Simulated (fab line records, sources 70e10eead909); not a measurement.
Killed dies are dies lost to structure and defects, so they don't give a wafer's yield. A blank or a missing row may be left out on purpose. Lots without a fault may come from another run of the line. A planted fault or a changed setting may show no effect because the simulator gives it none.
fab line records | flow nand_harc
record lots=14 wafers=39 last_day=25
route steps=1159 shown A_SLIT@781 A_WL_FILL@813
lots that met no fault: from a run of the same line without faults
start_h: hours from the record's first day to the start of the lot's first wafer shown | wait_h: hours since the lot's step before | " the same as in the row above | L1.1+2: a row that stands for several wafers | - no value, or no start given | * or withheld: withheld | < > ~ a bound
route shown NAME@n: a module of which the file shows steps, and the number in the route of the first | usual: mean/standard deviation of fault-free wafers | same: alike in all rows | chamber/n: place in a boat | sites: the reading at each site | _std_site: their standard deviation | _edge_site: outer sites' mean less inner sites' | radius_mm: how far each site lies from the wafer's centre | mask NAME#n: copy n | behind: the tool/chamber that last shaped the wafer | hold: why the lot was held/for how many hours/how that ended | device: the transistor (n, p or np) that didn't switch | end of line: the same wafers' tests at the end of the route | a step without rows: its recipe alone | killed: dies lost to structure and defects at the first sort, not the wafer's yield | map: a wafer's dies, x killed, . not, _ none there
set.NAME: the setting as run; set.NAME@STEP: as run at that earlier step | model.NAME: the simulator's own value behind a step, which no gauge read
steps of the route over a sample of lots; a table a step, a row a wafer
services: from which hour (start_h, from the record's first day; less than 0 if before it) a tool's chamber was out of use, for how many hours, and why
## steps
# step NHARC_A_SLIT_DEP_23
# recipe target_thk_a=1000 target_thk_nm=100 temp_c=400 pressure_torr=3.5 flow_sccm=200 rf_w=350 material=SiON
# usual heater_power_w=712/95
# columns lot.wafer tool chamber start_h wait_h heater_power_w
L225.1 pecvd-01 1 326.15 1.7 676
L225.2 " 2 " " 666
L225.3 " 0 " " 848
L226.2 pecvd-02 2 326.40 1.3 621
L226.3 " 0 " " 817
L226.4 " 1 " " 650
L229.2 pecvd-03 2 334.79 1.4 758
L229.6 " 1 " " 862
L229.5 " 2 " " 785
L227.2 pecvd-01 0 349.00 1.4 752
L227.6 " 2 " " 612
L227.5 " 0 " " 765
L231.1 pecvd-03 1 366.96 1.7 727
L231.5 " 2 " " 745
L234.1 pecvd-03 1 370.57 1.7 787
L234.5 " 1 " " 803
L238.1 pecvd-02 0 395.86 2.1 769
L238.3 " 1 " " 637
L238.5 " 2 " " 595
L237.1 pecvd-02 0 408.72 1.8 842
L237.5 " 1 " " 673
L243.1 pecvd-02 1 417.46 1.7 659
L243.2 " 2 " " 660
L243.6 " 0 " " 902
L242.2 pecvd-02 0 419.50 1.4 893
L242.1 " 1 " " 568
L242.3 " 2 " " 612
L246.3 pecvd-03 1 439.03 1.0 805
L246.4 " 0 " " 656
L246.5 " 2 " " 761
L247.1 pecvd-02 1 439.85 1.6 694
L247.2 " 0 " " 867
L247.6 " 2 " " 576
L244.3 pecvd-02 2 441.03 1.1 691
L244.1 " 0 " " 861
L244.6 " 1 " " 676
L248.3 pecvd-01 2 460.32 1.0 618
L248.4 " 2 " " 615
L248.6 " 0 " " 768
# step NHARC_A_WL_FILL_CVD_03
# recipe target_thk_a=400 temp_c=300 pressure_torr=40 wf6_flow_sccm=40 h2_flow_sccm=1600 ar_flow_sccm=1560 time_s=3302 material=W
# usual heater_power_w=500/79 throttle_valve_pct=7.8/0.51
# columns lot.wafer tool chamber start_h wait_h heater_power_w throttle_valve_pct
L225.1 cvd_w-01 0 339.79 0.8 503 7.7
L225.2 " 0 " " 502 7.3
L225.3 " 0 " " 491 7.5
L226.2 cvd_w-02 1 341.23 2.2 575 7.7
L226.3 " 1 " " 600 7.7
L226.4 " 0 " " 379 7.6
L229.2 cvd_w-01 1 348.42 0.6 561 8.0
L229.5 " 0 349.86 2.1 498 7.5
L229.6 " 1 " " 564 8.4
L227.2 cvd_w-01 0 361.73 0.1 487 7.5
L227.6 " 0 363.63 1.9 509 7.5
L227.5 " 1 " " 559 8.5
L231.1 cvd_w-01 0 385.51 6.0 499 7.7
L231.5 " 1 386.91 7.4 562 8.8
L234.1 cvd_w-02 1 393.98 6.9 571 7.3
L234.5 " 1 395.90 8.8 577 7.4
L238.1 cvd_w-02 1 409.16 0.5 575 7.1
L238.3 " 1 " " 564 7.1
L238.5 " 1 " " 585 7.2
L237.1 cvd_w-02 1 422.62 0.9 575 7.4
L237.5 " 0 424.02 2.3 368 7.5
L242.1 cvd_w-02 0 434.11 4.0 384 7.6
L242.2 " 1 " " 562 7.2
L242.3 " 0 " " 369 7.8
L243.1 cvd_w-01 0 436.22 5.9 498 7.5
L243.2 " 1 " " 573 8.6
L243.6 " 1 438.57 8.2 555 8.8
L246.3 cvd_w-02 1 457.93 4.8 595 7.4
L246.4 " 0 " " 372 7.9
L246.5 " 1 " " 567 7.4
L247.1 cvd_w-01 0 461.21 4.5 484 7.8
L247.2 " 1 " " 570 9.1
L247.6 " 1 463.55 6.9 566 8.9
L244.1 cvd_w-02 0 463.08 6.2 369 7.5
L244.3 " 1 " " 573 7.4
L244.6 " 0 464.94 8.1 376 7.7
L248.3 cvd_w-02 0 477.07 3.4 376 7.8
L248.4 " 1 " " 596 7.4
L248.6 " 0 " " 358 7.7
# step NHARC_A_WL_FILL_STRIP_29
# recipe time_s=20 o2_flow_sccm=500 ar_flow_sccm=0 bias_w=0 chemistry=O2
# usual drypump_motor_current_A=5.9/0.54 oes_product_au=1.003/0.014 rf_vpp_V=58.0/0.99 showerhead_plenum_p_Torr=3.58/0.15 throttle_valve_pct=17.037/0.0089
# columns lot.wafer tool chamber start_h wait_h drypump_motor_current_A oes_product_au rf_hours_counter_h rf_vpp_V showerhead_plenum_p_Torr throttle_valve_pct
L226.4 rie_diel-06 3 356.54 0.1 5.4 1.009 3.7 58.3 3.72 17.038
L226.2 " 0 " " 6.7 0.978 3.5 59.2 3.49 17.035
L226.3 " 1 " " 5.5 0.998 3.6 56.3 3.33 17.034
L225.1 rie_diel-11 0 356.91 0.1 6.3 1.010 12.9 56.7 3.55 17.031
L225.3 " 1 " " 5.7 1.016 11.6 57.1 3.55 17.039
L225.2 " 2 " " 5.8 1.001 10.3 57.0 3.43 17.033
L229.2 rie_diel-11 2 362.06 0.1 5.8 0.996 10.4 58.3 3.43 17.033
L229.5 " 3 " " 5.3 1.010 - 58.3 3.74 17.053
L229.6 " 0 " " 6.4 1.005 - 58.9 3.55 17.041
L227.2 rie_diel-06 3 377.88 0.1 5.4 1.010 4.5 58.6 3.72 17.028
L227.5 " 2 " " 6.6 1.014 - 58.6 3.78 17.037
L227.6 " 3 " " 5.4 1.018 - 58.8 3.72 17.029
L231.1 rie_diel-11 0 398.64 0.1 6.3 1.016 0.9 58.2 3.55 17.032
L231.5 " 2 " " 5.8 1.005 - 56.2 3.43 17.051
L234.1 rie_diel-10 0 407.61 0.1 6.2 1.005 1.1 58.9 3.74 17.035
L234.5 " 2 " " 6.5 0.985 - 56.6 3.54 17.039
L238.3 rie_diel-11 0 422.57 0.1 6.3 1.022 2.1 57.2 3.55 17.033
L238.1 " 1 " " 5.7 0.989 3.1 57.6 3.55 17.041
L238.5 " 0 " " 6.4 1.021 - 58.2 3.55 17.022
L237.1 rie_diel-06 1 437.56 0.1 5.4 1.023 0.3 56.8 3.33 17.038
L237.5 " 2 " " 6.7 0.999 - 57.9 3.78 17.019
L242.2 rie_diel-06 2 447.07 0.1 6.6 1.003 0.7 57.5 3.78 17.036
L242.1 " 3 " " 5.4 1.018 0.7 59.0 3.72 17.031
L242.3 " 0 " " 6.7 0.979 0.6 59.0 3.49 17.061
L243.1 rie_diel-06 3 447.11 0.1 5.4 1.014 0.7 57.8 3.72 17.027
L243.2 " 0 " " 6.7 0.979 0.6 57.7 3.49 17.033
L243.6 " 2 " " 6.6 1.015 - 59.4 3.78 17.026
L246.4 rie_diel-06 1 474.03 0.1 5.4 1.037 1.3 56.6 3.33 17.034
L246.3 " 2 " " 6.6 1.002 1.4 57.7 3.78 17.052
L246.5 " 3 " " 5.4 1.028 - 57.7 3.72 17.032
L247.2 rie_diel-10 1 475.06 0.1 5.0 0.987 2.5 56.7 3.38 17.025
L247.1 " 2 " " 6.5 0.998 2.6 58.0 3.53 17.028
L247.6 " 0 " " 6.1 1.007 - 58.8 3.74 17.056
L244.1 rie_diel-11 1 475.22 0.1 5.7 0.981 5.3 57.8 3.55 17.039
L244.3 " 3 " " 5.3 0.995 6.1 57.4 3.74 17.051
L244.6 " 1 " " 5.7 0.994 - 57.0 3.55 17.028
L248.4 rie_diel-06 2 487.75 0.1 6.6 1.008 1.9 57.0 3.78 17.046
L248.3 " 3 " " 5.4 1.017 1.9 57.6 3.71 17.029
L248.6 " 2 " " 6.6 1.007 - 58.7 3.78 17.046
# step NHARC_A_WL_FILL_ETCHBACK_17
# recipe target_depth_a=40 time_s=26.7 chemistry=Cl2/BCl3
# usual drypump_motor_current_A=5.3/0.39 oes_product_au=0.992/0.011 run_length_s=48.1/0.52
# columns lot.wafer tool chamber start_h wait_h drypump_motor_current_A oes_product_au rf_hours_counter_h run_length_s
L226.2 rie_metal-02 0 356.64 - 4.8 0.996 4.5 48.4
L226.4 " 1 " " 4.9 1.008 - 49.1
L226.3 " 0 " " 4.8 1.005 - 48.0
L225.1 rie_metal-01 1 357.00 - 5.5 1.011 0.5 48.3
L225.2 " 0 " " 6.0 1.001 0.5 47.1
L225.3 " 1 " " 5.5 1.014 - 48.2
L229.2 rie_metal-02 1 362.17 - 4.9 1.005 3.6 48.2
L229.6 " 0 " " 4.8 0.988 - 48.2
L229.5 " 1 " " 4.9 1.002 - 48.9
L227.2 rie_metal-03 1 377.96 - 5.5 0.973 2.5 48.0
L227.5 " 1 " " 5.5 0.976 - 48.4
L227.6 " 0 " " 5.1 1.003 - 48.6
L231.1 rie_metal-03 0 398.73 - 5.1 0.999 3.5 48.1
L231.5 " 0 " " 5.1 0.999 - 41.4
L234.1 rie_metal-03 1 407.69 - 5.5 0.993 3.6 47.6
L234.5 " 0 " " 5.1 0.996 - 40.9
L238.1 rie_metal-02 0 422.65 - 4.8 0.995 0.7 48.3
L238.3 " 0 " " 4.8 0.991 - 48.2
L238.5 " 1 " " 5.0 0.991 - 48.5
L237.1 rie_metal-03 0 437.64 - 5.1 0.979 4.4 47.7
L237.5 " 0 " " 5.1 0.992 - 40.9
L242.2 rie_metal-01 0 447.16 - 6.0 0.996 3.6 47.2
L242.1 " 1 " " 5.5 0.989 3.6 48.6
L242.3 " 1 " " 5.4 0.995 - 48.7
L243.1 rie_metal-02 1 447.19 - 5.0 0.998 1.3 48.3
L243.2 " 0 " " 4.8 1.007 1.7 48.2
L243.6 " 1 " " 5.0 1.008 - 48.6
L246.3 rie_metal-01 0 474.15 - 6.0 1.004 - 47.1
L246.4 " 1 " " 5.5 1.005 - 48.6
L246.5 " 1 " " 5.5 1.007 - 48.8
L247.2 rie_metal-02 1 475.14 - 5.0 1.001 2.0 48.4
L247.1 " 0 " " 4.8 1.011 2.4 48.6
L247.6 " 1 " " 4.9 0.992 - 48.4
L244.1 rie_metal-01 0 475.31 - 6.0 0.987 4.4 47.3
L244.3 " 0 " " 6.0 0.991 - 47.1
L244.6 " 1 " " 5.5 0.985 - 48.8
L248.4 rie_metal-03 1 487.87 - 5.6 0.977 - 47.6
L248.3 " 0 " " 5.1 0.970 - 48.2
L248.6 " 1 " " 5.6 0.983 - 48.0
## services
# columns tool chamber start_h hours kind
cvd_w-01 0 310.63 6.4 repair
rie_diel-10 2 319.30 9.8 repair
rie_metal-01 - 332.00 9.0 pm
pecvd-02 - 334.35 13.0 pm
cvd_w-01 1 336.77 7.6 repair
pecvd-01 - 344.04 0.2 repair
rie_diel-10 - 353.50 9.0 pm
rie_diel-11 - 366.50 9.0 pm
cvd_w-02 - 376.66 13.0 pm
cvd_w-02 0 376.66 13.0 vent_cycle
cvd_w-02 1 376.66 13.0 vent_cycle
rie_diel-11 0 378.64 8.6 repair
rie_metal-02 - 388.00 9.0 pm
rie_metal-01 1 401.92 3.8 repair
rie_diel-11 1 402.58 2.2 repair
rie_metal-02 - 409.06 0.7 repair
pecvd-01 - 411.29 0.9 repair
rie_diel-06 - 418.20 9.0 pm
pecvd-01 - 418.26 13.0 pm
rie_metal-03 - 453.04 9.0 pm
pecvd-03 - 473.05 13.0 pm
cvd_w-01 - 476.31 13.0 pm
pecvd-01 2 477.28 21.3 repair
rie_diel-11 3 483.62 17.8 repair
## key
first_sign step=NHARC_A_WL_FILL_ETCHBACK_17 reading=run_length_s direction=down sigmas=14 usual=* struck=*
effect none on later readings
met_at NHARC_A_WL_FILL_ETCHBACK_17
struck_lots L231,L234,L237
struck_wafers L231.5,L234.5,L237.5
tester_left_out L231,L234,L237
not_acting_at NHARC_A_SLIT_DEP_23,NHARC_A_WL_FILL_CVD_03,NHARC_A_WL_FILL_STRIP_29
onset_between 377.96 398.73
fault kind=process_parameter_drift tool=rie_metal-03 chamber=- onset_h=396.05 steps=NHARC_A_WL_FILL_ETCHBACK_17 channel=time_s offset=* shape=step end_h=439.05 scope=struck_wafers_only acts_in=* stated=*
# tester_left_out: of these lots the tester's yield and bins aren't shown, on N5 and GAA mostly nor the transistor test; their killed dies are dies lost to structure and defects alone, not to doping, threshold or leakage, so they don't give the yield
